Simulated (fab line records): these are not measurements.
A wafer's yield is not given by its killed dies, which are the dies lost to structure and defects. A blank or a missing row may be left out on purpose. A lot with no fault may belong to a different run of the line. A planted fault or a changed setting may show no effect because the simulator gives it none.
Matching of chambers	flow n5 finfet	N5_GATE_CUT_ETCH_28 on rie diel-03: 4 sister chambers
The step etches underlayer in N2/H2, target depth 13 nm, time 10.4 s. 4 wafers are shown with their chamber, then 10 later ones without.

WAFERS WITH THEIR CHAMBER
wafer	chamber	showerhead plenum p Torr (Torr)
L082.3	3	2.40
L085.6	2	2.37
L088.3	0	2.64
L088.5	1	2.64

WAFERS WITH NO CHAMBER GIVEN
wafer	showerhead plenum p Torr (Torr)
L088.6	2.37
L091.1	2.39
L091.2	2.63
L091.6	2.39
L092.1	2.64
L092.2	2.39
L092.3	2.63
L093.1	2.63
L093.2	2.39
L093.3	2.63

WHICH CHAMBER EACH WENT THROUGH
wafer	from the rows above	in truth
L088.6	2	2
L091.1	can't be placed: 3 or 2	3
L091.2	can't be placed: 0 or 1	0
L091.6	can't be placed: 3 or 2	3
L092.1	can't be placed: 0 or 1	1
L092.2	can't be placed: 3 or 2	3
L092.3	can't be placed: 0 or 1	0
L093.1	can't be placed: 0 or 1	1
L093.2	can't be placed: 3 or 2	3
L093.3	can't be placed: 0 or 1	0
Placed correctly: 1 of 10. From these rows, 9 cannot be placed; in 9 the true chamber is one of the candidates. Number placed wrongly: 0.
How it was worked out, from the rows above alone: a wafer's distance from a chamber is the root of the sum, over the readings, of the square of ((its reading less the chamber's mean) divided by the reading's scatter). If the next closest chamber is less than 2 further off than the closest, the wafer can't be placed; otherwise it belongs to the closest. For every chamber, the mean is computed from those of its wafers that are shown. The scatter: with one shown wafer a chamber, the root of the mean of the squares of how far each hidden wafer lies from its nearest shown one.
